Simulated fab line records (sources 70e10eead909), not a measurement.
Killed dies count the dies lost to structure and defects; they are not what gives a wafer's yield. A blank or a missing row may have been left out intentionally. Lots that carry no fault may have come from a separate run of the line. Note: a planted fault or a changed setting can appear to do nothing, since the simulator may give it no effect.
Matching of chambers ; flow nand_harc ; NHARC_P_GATE_DESCUM_13 on rie_diel-10: 4 sister chambers
The step chemistry O2, time 3 s. 24 wafers are shown with their chamber, then 12 later ones without.

WAFERS PAIRED WITH THEIR CHAMBERS
wafer;chamber;showerhead_plenum_p_Torr (Torr);drypump_motor_current_A (A);throttle_valve_pct (%)
L074.1;3;1.97;5.1;11.301
L074.2;0;2.04;6.2;11.317
L074.4;2;1.95;6.4;11.301
L076.1;1;1.86;5.6;11.321
L076.4;2;1.95;6.3;11.322
L076.5;2;1.95;6.3;11.298
L078.1;0;2.04;6.2;11.315
L078.2;2;1.95;6.4;11.303
L078.6;1;1.86;5.6;11.304
L079.1;0;2.04;6.2;11.321
L079.4;1;1.86;5.6;11.318
L079.6;1;1.86;5.6;11.322
L082.3;0;2.04;6.2;11.309
L082.4;2;1.95;6.4;11.306
L082.5;1;1.86;5.6;11.317
L085.1;1;1.85;5.6;11.307
L085.3;0;2.04;6.2;11.307
L085.4;3;1.97;5.1;11.304
L086.2;1;1.85;5.6;11.317
L086.5;3;1.97;5.2;11.298
L086.6;0;2.04;6.2;11.311
L092.2;0;2.03;6.2;11.318
L092.4;2;1.95;6.4;11.300
L092.6;2;1.95;6.3;11.311

SIGNATURES (averages over the wafers above)
reading;chamber 0;chamber 1;chamber 2;chamber 3;scatter within a chamber
showerhead_plenum_p_Torr;2.0386;1.8571;1.9500;1.9700;0.00338
drypump_motor_current_A;6.200;5.600;6.357;5.133;0.0345
throttle_valve_pct;11.31400;11.31514;11.30586;11.30100;0.00662
Rule: distance of a wafer from a chamber = root of the sum over the readings of ((wafer's reading minus chamber's mean) / reading's scatter) squared. The wafer belongs to the nearest chamber; if the next one is less than 2 further off, it can't be placed. The scatter is the square root of a quotient: the sum, over the shown wafers, of each reading's squared deviation from its chamber's mean, divided by wafers minus chambers.

WAFERS WITH NO CHAMBER GIVEN
wafer;showerhead_plenum_p_Torr (Torr);drypump_motor_current_A (A);throttle_valve_pct (%)
L093.1;1.97;5.1;11.300
L093.2;2.03;6.1;11.322
L093.5;1.97;5.1;11.324
L094.1;2.03;6.2;11.307
L094.4;1.85;5.7;11.295
L094.5;2.03;6.2;11.324
L096.2;1.95;6.4;11.312
L096.4;1.97;5.1;11.311
L096.6;1.95;6.4;11.311
L097.2;1.85;5.6;11.299
L097.4;1.95;6.4;11.305
L097.6;1.85;5.6;11.295

WHICH CHAMBER EACH ONE RAN IN
wafer;from the rows above;in truth
L093.1;3;3
L093.2;0;0
L093.5;3;3
L094.1;0;0
L094.4;1;1
L094.5;0;0
L096.2;2;2
L096.4;3;3
L096.6;2;2
L097.2;1;1
L097.4;2;2
L097.6;1;1
12 of 12 placed correctly. Can't be placed from these rows: 0. Placed wrongly: 0.
